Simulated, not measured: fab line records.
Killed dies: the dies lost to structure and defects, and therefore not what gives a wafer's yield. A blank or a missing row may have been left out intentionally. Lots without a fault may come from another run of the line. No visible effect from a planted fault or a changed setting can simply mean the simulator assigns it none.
fab line records    flow nand-harc
[record] lots = 5  wafers = 15  last-day = 24
route steps=1159 shown P_GATE@126
lots that met no fault: from a run of the same line without faults
start-h: start of the lot's first displayed wafer, in hours after the record's first day    wait-h: how many hours have passed since the lot's step before this one    " as in the row above    L1.1+2: a row that stands for several wafers    - no value, or no start was given    * or withheld: withheld    < > ~ a bound
route shown NAME@n: NAME is a module with steps in the file, n the number in the route of the first one    usual: mean/standard deviation of fault-free wafers    same: alike in all rows    chamber/n: place in a boat    sites: each site's reading    _std_site: standard deviation across them    _edge_site: the outer-site mean with the inner-site mean subtracted    radius-mm: how far each site lies from the wafer's centre    mask NAME#n: copy n    behind: the last tool/chamber to shape the wafer    hold: reason for holding the lot/hours on hold/outcome of the hold    device: transistor that didn't switch, given as n, p or np    end of line: tests of these same wafers at the route's end    a step without rows: its recipe alone    killed: not the wafer's yield, but the dies lost to structure and defects at the first sort    map: dies across one wafer; x = killed, . = not, _ = none there
set.NAME: the setting as run; set.NAME@STEP: as run at that earlier step    model.NAME: the simulator's own value behind a step, which no gauge read
lots seen at some steps along the route; tables by step, rows by wafer
services: when a tool's chamber went out of use (start-h, in hours from the record's first day, below 0 if earlier), for how many hours, and the reason
[[steps]]
[step NHARC_P_GATE_STRIP_15]
[recipe] time-s = 780  temp-c = 130  chemistry = SPM
[step NHARC_P_GATE_PRECLEAN_71]
[recipe] time-s = *  temp-c = 50  bath-age-min = 0  chemistry = SC1
[step NHARC_P_GATE_SRD_72]
[step NHARC_P_GATE_OXIDE_16]
[recipe] target-thk-a = 30  temp-c = 875  ox-time-s = 392  material = SiO2
[step NHARC_P_GATE_CVD_17]
[recipe] target-thk-a = 1500  temp-c = 620  time-s = 900  material = poly-Si
[step NHARC_P_GATE_HM_DEP_102]
[recipe] target-thk-a = 1200  temp-c = 400  material = aC
[usual] throttle-valve-pct = 34.999/0.0085
lot.wafer  tool        chamber  start-h  wait-h  throttle-valve-pct
L685.2     acl-dep-02  0        108.95   0.5     35.004
L685.3     "           0        "        "       35.009
L685.6     "           0        "        "       35.007
L688.1     acl-dep-02  0        132.02   0.9     35.005
L688.3     "           0        "        "       35.002
L688.4     "           0        "        "       35.005
L693.2     acl-dep-02  0        163.69   1.8     35.004
L693.3     "           0        "        "       35.005
L693.4     "           0        "        "       34.985
L702.1     acl-dep-02  0        216.43   0.4     34.989
L702.2     "           0        "        "       35.014
L702.3     "           0        "        "       34.995
L704.3     acl-dep-01  0        223.58   0.6     34.995
L704.4     "           0        "        "       35.000
L704.6     "           0        "        "       34.993
[step NHARC_P_GATE_DEP_103]
[recipe] target-thk-a = 300  target-thk-nm = 30  temp-c = 400  flow-sccm = 200  rf-w = 350  material = SiON
[usual] heater-power-w = 729/65
lot.wafer  tool      chamber  start-h  wait-h  heater-power-w
L685.3     pecvd-03  2        109.54   0.4     755
L685.2     "         0        "        "       832
L685.6     "         0        "        "       819
L688.3     pecvd-03  0        132.71   0.4     770
L688.1     "         1        "        "       657
L688.4     "         0        "        "       775
L693.2     pecvd-01  2        164.27   0.5     687
L693.3     "         0        "        "       805
L693.4     "         1        "        "       658
L702.3     pecvd-01  1        217.19   0.4     722
L702.2     "         2        "        "       648
L702.1     "         0        "        "       751
L704.3     pecvd-01  0        224.06   0.4     693
L704.6     "         0        "        "       694
L704.4     "         1        "        "       791
[step NHARC_P_GATE_DEHYDRATE_18]
[recipe] temp-c = 150  time-s = 120
[step NHARC_P_GATE_HMDS_19]
[recipe] time-s = 30
[step NHARC_P_GATE_COAT_20]
[recipe] spin-rpm = 1500  resist-thk-nm = 90
[step NHARC_P_GATE_SOFTBAKE_21]
[recipe] temp-c = 105  time-s = 55
[step NHARC_P_GATE_EBR_22]
[step NHARC_P_GATE_EXPOSE_23]
[recipe] na = 1.35  target-cd-nm = 120  dose-mj = 93.91  mask-id = P_GATE
lot.wafer   tool             chamber  start-h  wait-h  mask
L685.2+3+6  arfi-scanner-01  0        109.93   -       P_GATE#0
L688.1+3+4  arfi-scanner-02  0        133.22   -       P_GATE#0
L693.2+3+4  arfi-scanner-02  0        164.81   -       P_GATE_R1#0
L702.1+2+3  arfi-scanner-02  0        217.72   -       P_GATE#0
L704.3+4+6  arfi-scanner-02  0        224.58   -       P_GATE#0
[step NHARC_P_GATE_PEB_24]
[recipe] peb-temp-c = 100  peb-time-s = 65
[step NHARC_P_GATE_DEVELOP_25]
[recipe] develop-time-s = 35  dev-temp-c = 23
[step NHARC_P_GATE_CD_MEAS_26]
[recipe] target-cd-nm = 120  landing-energy-ev = 500
[usual] cd-nm = 119.4/0.68
[same] landing-energy-ev = 500
lot.wafer  tool       chamber  start-h  wait-h  cd-nm
L685.2     cd-sem-01  0        110.06   -       119.6
L685.3     "          0        "        "       120.1
L685.6     "          0        "        "       120.0
L688.1     cd-sem-02  0        133.36   -       119.9
L688.3     "          0        "        "       119.2
L688.4     "          0        "        "       119.1
L693.2     cd-sem-01  0        164.95   -       105.5
L693.3     "          0        "        "       106.3
L693.4     "          0        "        "       105.1
L702.1     cd-sem-01  0        217.86   -       120.4
L702.2     "          0        "        "       118.8
L702.3     "          0        "        "       119.2
L704.3     cd-sem-01  0        224.72   -       119.8
L704.4     "          0        "        "       119.0
L704.6     "          0        "        "       119.0
[step NHARC_P_GATE_OVL_MEAS_27]
[usual] overlay-x-nm = 0.0/0.8  overlay-y-nm = 0.0/0.76
lot.wafer  tool        chamber  start-h  wait-h  overlay-x-nm  overlay-y-nm
L685.2     overlay-01  -        110.15   -       0.3           0.8
L685.3     "           -        "        "       0.3           1.1
L685.6     "           -        "        "       0.1           1.3
L688.1     overlay-01  -        133.45   -       1.2           0.1
L688.3     "           -        "        "       0.9           -0.1
L688.4     "           -        "        "       0.5           -0.2
L693.2     overlay-01  -        165.04   -       0.5           -0.3
L693.3     "           -        "        "       0.0           0.2
L693.4     "           -        "        "       -0.1          0.1
L702.1     overlay-01  -        217.95   -       -0.5          0.4
L702.2     "           -        "        "       -0.4          0.7
L702.3     "           -        "        "       -0.1          0.4
L704.3     overlay-02  -        224.80   -       -0.3          -0.5
L704.4     "           -        "        "       0.1           0.0
L704.6     "           -        "        "       0.0           0.1
[step NHARC_P_GATE_INSPECT_28]
[usual] raw-defect-count = 7/3.2
lot.wafer  tool               chamber  start-h  wait-h  raw-defect-count
L685.2     defect-inspect-01  -        110.19   0.0     4
L685.3     "                  -        "        "       4
L685.6     "                  -        "        "       2
L688.1     defect-inspect-02  -        133.49   0.0     4
L688.3     "                  -        "        "       9
L688.4     "                  -        "        "       9
L693.2     defect-inspect-01  -        165.07   0.0     10
L693.3     "                  -        "        "       7
L693.4     "                  -        "        "       12
L702.1     defect-inspect-01  -        217.99   0.0     5
L702.2     "                  -        "        "       11
L702.3     "                  -        "        "       9
L704.3     defect-inspect-01  -        224.84   0.0     5
L704.4     "                  -        "        "       9
L704.6     "                  -        "        "       4
[step NHARC_P_GATE_DESCUM_31]
[recipe] time-s = 3  o2-flow-sccm = 200  ar-flow-sccm = 0  bias-power-w = 0  chemistry = O2
[usual] drypump-motor-current-A = 6.0/0.44  oes-product-au = 1.003/0.012  rf-vpp-V = 57.5/0.87  showerhead-plenum-p-Torr = 1.85/0.057  throttle-valve-pct = 11.311/0.0094
[same] time-s = 3
lot.wafer  tool         chamber  start-h  wait-h  drypump-motor-current-A  oes-product-au  rf-hours-counter-h  rf-vpp-V  showerhead-plenum-p-Torr  throttle-valve-pct  model.P_GATE.cd-nm
L685.2     rie-diel-12  3        110.26   0.1     6.3                      1.027           12                  57.9      1.80                      11.308              119.7
L685.3     "            0        "        "       6.6                      0.990           12                  57.9      1.91                      11.327              120
L685.6     "            2        "        "       5.4                      1.003           -                   57.4      1.93                      11.326              119.1
L688.1     rie-diel-05  2        133.55   0.1     6.3                      0.990           44                  56.6      1.77                      11.297              121.5
L688.3     "            3        "        "       4.8                      1.001           50                  56.2      1.87                      11.307              120
L688.4     "            1        "        "       6.0                      0.993           48                  58.3      1.86                      11.313              119.1
L693.4     rie-diel-08  3        165.34   0.3     6.0                      1.004           14                  58.1      1.90                      11.300              105.3
L693.3     "            1        "        "       6.5                      0.986           3                   56.6      1.81                      11.312              106.1
L693.2     "            2        "        "       6.1                      1.007           14                  57.1      1.78                      11.313              104.9
L702.1     rie-diel-12  2        218.05   0.1     5.4                      0.998           1                   57.5      1.93                      11.294              119.4
L702.3     "            3        "        "       6.3                      1.013           1                   57.6      1.79                      11.316              118
L702.2     "            0        "        "       6.6                      0.987           1                   58.3      1.90                      11.320              118.9
L704.4     rie-diel-08  0        224.91   0.1     5.8                      1.004           33                  57.5      1.80                      11.301              119.4
L704.3     "            1        "        "       6.5                      0.990           22                  57.8      1.80                      11.302              120
L704.6     "            3        "        "       6.0                      1.005           -                   58.3      1.89                      11.320              118.9
[step NHARC_P_GATE_ETCH_104]
[recipe] target-depth-a = 600  time-s = withheld  cf4-flow-sccm = 100  chf3-flow-sccm = 30  ar-flow-sccm = 0  rf-w = 500  bias-w = 200  chemistry = CF4/CHF3
[usual] drypump-motor-current-A = 6.0/0.42  oes-product-au = 0.944/0.022  rf-vpp-V = 369.0/1.8  showerhead-plenum-p-Torr = 1.53/0.044  throttle-valve-pct = 16.804/0.0087
lot.wafer  tool         chamber  start-h  wait-h  drypump-motor-current-A  oes-product-au  rf-vpp-V  showerhead-plenum-p-Torr  throttle-valve-pct
L685.2     rie-diel-12  2        110.34   0.1     5.4                      0.917           370.5     1.59                      16.794
L685.3     "            3        "        "       6.3                      0.931           367.7     1.48                      16.790
L685.6     "            0        "        "       6.6                      0.931           370.6     1.57                      16.797
L688.4     rie-diel-05  1        133.64   0.1     6.0                      0.982           370.7     1.53                      16.800
L688.1     "            2        "        "       6.3                      0.949           367.3     1.47                      16.817
L688.3     "            3        "        "       4.8                      0.961           369.1     1.54                      16.789
L693.2     rie-diel-08  1        165.57   0.2     6.5                      0.907           367.0     1.49                      16.794
L693.4     "            2        "        "       6.0                      0.925           365.7     1.47                      16.808
L693.3     "            0        "        "       5.8                      0.930           368.2     1.49                      16.806
L702.1     rie-diel-12  0        218.14   0.1     6.6                      0.976           369.5     1.56                      16.807
L702.2     "            1        "        "       6.0                      1.003           370.8     1.55                      16.800
L702.3     "            2        "        "       5.4                      0.944           371.7     1.58                      16.804
L704.3     rie-diel-08  0        225.10   0.2     5.8                      0.938           366.7     1.49                      16.801
L704.4     "            1        "        "       6.5                      0.917           367.7     1.49                      16.797
L704.6     "            2        "        "       6.0                      0.928           365.8     1.47                      16.811
[step NHARC_P_GATE_HM_OPEN_105]
[recipe] target-depth-a = 3600  o2-flow-sccm = 400  cos-flow-sccm = 20  ar-flow-sccm = 0  rf-w = 500  bias-w = 300  chemistry = O2/COS
[step NHARC_P_GATE_STRIP_106]
[recipe] o2-flow-sccm = 400  cos-flow-sccm = 20  ar-flow-sccm = 0  bias-w = 0  chemistry = O2/COS
[step NHARC_P_GATE_ETCH_114]
[recipe] target-depth-a = 300  overetch-a = 30  time-s = 16.5  ion-energy-ev = 100  cf4-flow-sccm = 80  o2-flow-sccm = 20  ar-flow-sccm = 0  rf-w = 300  bias-w = 100  chemistry = CF4/O2
[usual] drypump-motor-current-A = 6.0/0.43  oes-product-au = 1.004/0.011  rf-vpp-V = 197.0/1.1  showerhead-plenum-p-Torr = 1.29/0.039  throttle-valve-pct = 13.398/0.0097
[same] time-s = 16.5
lot.wafer  tool         chamber  start-h  wait-h  drypump-motor-current-A  oes-product-au  rf-hours-counter-h  rf-vpp-V  showerhead-plenum-p-Torr  throttle-valve-pct
L685.3     rie-diel-12  1        -        -       6.0                      0.992           13                  197.6     1.32                      13.385
L685.2     "            2        "        "       5.4                      0.989           10                  198.0     1.35                      13.400
L685.6     "            1        "        "       6.0                      0.994           -                   197.8     1.32                      13.401
L688.1     rie-diel-05  0        -        -       5.9                      1.009           52                  195.7     1.26                      13.381
L688.3     "            1        "        "       6.0                      0.997           49                  196.8     1.30                      13.401
L688.4     "            3        "        "       4.8                      0.998           50                  196.9     1.31                      13.392
L693.4     rie-diel-08  2        -        -       6.1                      0.999           14                  196.3     1.25                      13.406
L693.2     "            0        "        "       5.8                      1.012           11                  196.8     1.26                      13.380
L693.3     "            1        "        "       6.5                      0.981           3                   197.8     1.26                      13.393
L702.2     rie-diel-12  1        -        -       6.0                      1.011           1                   196.5     1.31                      13.404
L702.1     "            2        "        "       5.4                      0.995           1                   197.7     1.34                      13.399
L702.3     "            3        "        "       6.3                      1.028           1                   195.7     1.25                      13.414
L704.4     rie-diel-08  3        -        -       6.0                      1.012           37                  196.8     1.32                      13.401
L704.3     "            1        "        "       6.5                      0.982           22                  196.0     1.26                      13.397
L704.6     "            3        "        "       6.0                      1.006           -                   198.1     1.32                      13.395
[step NHARC_P_GATE_ETCH_32]
[recipe] target-depth-a = 1500  over-etch-frac = 1  over-etch-ion-energy-ev = 40  time-s = 100.1  hbr-flow-sccm = 150  cl2-flow-sccm = 50  rf-w = 400  icp-w = 400  bias-w = 100  chemistry = HBr/Cl2
[usual] drypump-motor-current-A = 5.7/0.42  mfc-cl2-sccm = 49.97/0.15  oes-product-au = 1.002/0.016  throttle-valve-pct = 26.405/0.0094
[same] time-s = 100.1
lot.wafer  tool       chamber  start-h  wait-h  drypump-motor-current-A  mfc-cl2-sccm  oes-product-au  rf-hours-counter-h  throttle-valve-pct  model.P_GATE.cd-nm
L685.2     rie-si-01  1        111.08   -       6.3                      50.00         0.982           0.7                 26.399              122.6
L685.3     "          3        "        "       5.0                      49.90         0.988           1.6                 26.394              122.5
L685.6     "          2        "        "       5.7                      49.77         1.017           -                   26.395              120.1
L688.4     rie-si-02  2        134.07   -       5.5                      49.79         1.013           0.8                 26.403              117
L688.1     "          3        "        "       6.1                      49.91         1.006           0.7                 26.415              111.7
L688.3     "          0        "        "       5.7                      49.90         1.002           0.8                 26.401              121.6
L693.2     rie-si-01  0        166.14   -       5.8                      49.91         0.987           0.2                 26.406              101.2
L693.3     "          1        "        "       6.3                      50.06         1.004           0.2                 26.390              105.6
L693.4     "          2        "        "       5.7                      49.65         1.031           0.4                 26.415              105.2
L702.2     rie-si-01  2        218.51   -       5.6                      50.07         1.032           0.8                 26.394              121.1
L702.1     "          0        "        "       5.8                      50.06         0.994           0.7                 26.393              119.4
L702.3     "          1        "        "       6.3                      50.04         1.007           0.8                 26.391              118.2
L704.4     rie-si-06  0        225.54   -       5.5                      50.00         1.001           0.3                 26.401              115.2
L704.3     "          1        "        "       4.9                      49.91         1.006           0.4                 26.392              119.4
L704.6     "          3        "        "       5.8                      49.74         1.020           -                   26.404              119.5
[step NHARC_P_GATE_STRIP_108]
[recipe] o2-flow-sccm = 500  ar-flow-sccm = 0  bias-w = 0  chemistry = O2
[usual] drypump-motor-current-A = 6.0/0.47  oes-product-au = 1.003/0.011  rf-vpp-V = 57.6/0.83  showerhead-plenum-p-Torr = 3.42/0.1  throttle-valve-pct = 17.035/0.0092
lot.wafer  tool         chamber  start-h  wait-h  drypump-motor-current-A  oes-product-au  rf-hours-counter-h  rf-vpp-V  showerhead-plenum-p-Torr  throttle-valve-pct
L685.2     rie-diel-12  3        111.24   -       6.3                      1.025           12                  57.6      3.32                      17.029
L685.3     "            0        "        "       6.6                      0.993           13                  58.2      3.51                      17.042
L685.6     "            0        "        "       6.6                      0.993           -                   57.3      3.51                      17.033
L688.4     rie-diel-05  2        134.24   -       6.3                      0.993           45                  57.3      3.29                      17.004
L688.1     "            3        "        "       4.8                      1.006           50                  58.1      3.46                      17.046
L688.3     "            0        "        "       5.9                      1.009           52                  57.5      3.35                      17.026
L693.3     rie-diel-12  0        166.32   -       6.6                      1.004           25                  57.3      3.51                      17.047
L693.2     "            3        "        "       6.3                      1.006           25                  56.7      3.32                      17.045
L693.4     "            2        "        "       5.4                      1.008           -                   56.5      3.56                      17.041
L702.3     rie-diel-12  3        218.70   -       6.3                      1.023           1                   57.4      3.31                      17.044
L702.2     "            0        "        "       6.6                      0.990           1                   57.1      3.50                      17.025
L702.1     "            1        "        "       6.0                      1.011           1                   57.4      3.48                      17.037
L704.3     rie-diel-05  1        225.70   -       6.0                      1.021           23                  58.1      3.42                      17.037
L704.4     "            2        "        "       6.4                      1.003           20                  57.7      3.80                      17.037
L704.6     "            3        "        "       4.8                      1.019           -                   57.0      3.44                      17.031
[step NHARC_P_GATE_CD_MEAS_33]
[usual] cd-nm = 120/3.1
lot.wafer  tool       chamber  start-h  wait-h  cd-nm
L685.2     cd-sem-03  -        111.42   -       123
L685.3     "          -        "        "       124
L685.6     "          -        "        "       121
L688.1     cd-sem-03  -        134.40   -       112
L688.3     "          -        "        "       122
L688.4     "          -        "        "       118
L693.2     cd-sem-03  -        166.52   0.1     102
L693.3     "          -        "        "       106
L693.4     "          -        "        "       106
L702.1     cd-sem-02  -        218.87   -       119
L702.2     "          -        "        "       122
L702.3     "          -        "        "       119
L704.3     cd-sem-01  -        225.86   -       120
L704.4     "          -        "        "       116
L704.6     "          -        "        "       120
[step NHARC_P_GATE_STRIP_35]
[recipe] time-s = 600  temp-c = 130  chemistry = SPM
[[services]]
tool             chamber  start-h  hours  kind
arfi-scanner-02  -        85.55    0.5    repair
arfi-scanner-01  -        91.72    0.6    repair
arfi-scanner-01  -        103.66   1.2    repair
rie-diel-05      1        111.20   11.6   repair
pecvd-03         -        111.64   13.0   pm
acl-dep-01       -        112.62   13.0   pm
rie-diel-05      2        120.03   6.4    repair
arfi-scanner-01  -        121.86   1.8    repair
rie-diel-08      0        124.58   10.8   repair
rie-diel-08      -        125.57   9.0    pm
rie-si-01        -        127.00   9.0    pm
rie-diel-05      2        139.06   1.9    repair
rie-si-02        1        144.76   11.7   repair
rie-diel-08      1        154.25   10.5   repair
rie-diel-12      1        161.78   6.8    repair
rie-diel-05      3        162.13   6.2    repair
rie-diel-05      -        163.75   9.0    pm
acl-dep-02       -        169.09   13.0   pm
arfi-scanner-02  -        179.83   4.1    repair
rie-diel-12      0        180.73   6.9    repair
rie-diel-08      1        192.39   5.7    repair
rie-si-01        0        193.68   10.0   repair
rie-diel-12      -        202.54   9.0    pm
acl-dep-02       -        209.83   1.1    repair
[[key]]
[first-sign] step = NHARC_P_GATE_EXPOSE_23  reading = mask  direction = changed
[effect] step = NHARC_P_GATE_CD_MEAS_26  reading = cd-nm  direction = down  sigmas = 20  usual = 119.4  struck = 105.6
[effect] step = NHARC_P_GATE_CD_MEAS_33  reading = cd-nm  direction = down  sigmas = 4.9  usual = 120  struck = 105
[model-effect] step = NHARC_P_GATE_DESCUM_31  value = P_GATE.cd-nm  without = 118.3  struck = 105.5
[model-effect] step = NHARC_P_GATE_ETCH_32  value = P_GATE.cd-nm  without = 116.8  struck = 104
met-at NHARC_P_GATE_EXPOSE_23
struck-wafers L693.2,L693.3,L693.4
sort-left-out L693.2,L693.3,L693.4
tester-left-out L693
onset-between 133.22 164.81
[fault] kind = wrong-mask  tool = any  chamber = -  onset-h = 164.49  steps = NHARC_P_GATE_EXPOSE_23  aux-copy = P_GATE_R1#0  cd-offset-nm = -12.844  scope = struck-lots-only
// tester-left-out: of these lots the tester's yield and bins aren't shown, on N5 and GAA mostly nor the transistor test; their killed dies are dies lost to structure and defects alone, not to doping, threshold or leakage, so they don't give the yield
// sort-left-out: the simulated sort isn't trusted on such a fault, so these wafers' sort isn't shown, and their yield isn't known
